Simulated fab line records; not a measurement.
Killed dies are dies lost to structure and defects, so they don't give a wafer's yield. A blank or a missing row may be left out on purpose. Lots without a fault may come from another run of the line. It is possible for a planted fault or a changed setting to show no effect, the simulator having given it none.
Matching of chambers -- flow n5-finfet -- ald-sin-04 running N5_BEOL_M3_ALD_98: 4 sister chambers
The step deposits SiO2, target thk 2.5 nm, pulse time 1 s, co reactant pulse time 1 s. 20 wafers are shown with their chamber, then 10 later ones without.

## EACH WAFER AND ITS CHAMBER
wafer,chamber,heater-power-w (W),precursor-pulse-height-rel
L074.1,3,62,0.986
L074.3,0,77,0.975
L074.5,3,61,0.976
L076.2,3,63,1.012
L076.4,2,86,1.006
L076.6,1,82,1.014
L080.1,2,85,1.020
L080.5,0,80,1.017
L080.6,1,83,1.000
L081.1,1,80,0.986
L081.5,3,63,0.989
L081.6,2,86,1.016
L086.1,2,86,0.988
L086.3,0,79,1.014
L086.5,1,81,1.005
L089.1,3,61,1.029
L089.2,1,80,0.993
L089.5,1,79,0.983
L090.2,3,63,1.008
L090.4,0,77,1.000

SIGNATURES (averages over the wafers above)
reading,chamber 0,chamber 1,chamber 2,chamber 3,scatter within a chamber
heater-power-w,78.25,80.83,85.75,62.17,1.2
precursor-pulse-height-rel,1.00150,0.99683,1.00750,1.00000,0.0165
Rule: distance of a wafer from a chamber = root of the sum over the readings of ((wafer's reading minus chamber's mean) / reading's scatter) squared. If the next closest chamber is less than 2 further off than the closest, the wafer can't be placed; otherwise it belongs to the closest. The scatter: take each reading less its chamber's mean, square it, sum over the shown wafers, divide by the number of wafers less the number of chambers, and take the root.

## WAFERS WHOSE CHAMBER IS MISSING
wafer,heater-power-w (W),precursor-pulse-height-rel
L090.6,89,1.003
L092.1,60,1.007
L092.2,89,1.006
L092.3,78,1.016
L093.1,77,0.998
L093.2,63,1.011
L093.3,88,0.977
L094.2,61,0.987
L094.3,78,0.998
L094.5,79,1.039

## CHAMBER TAKEN BY EACH
wafer,from the rows above,in truth
L090.6,2,2
L092.1,3,3
L092.2,2,2
L092.3,can't be placed: 0 or 1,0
L093.1,0,0
L093.2,3,3
L093.3,2,2
L094.2,3,3
L094.3,0,0
L094.5,can't be placed: 0 or 1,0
8 of 10 placed correctly. Not placeable from these rows: 2 (in 2, the candidates include the true chamber). Wrongly placed: 0.
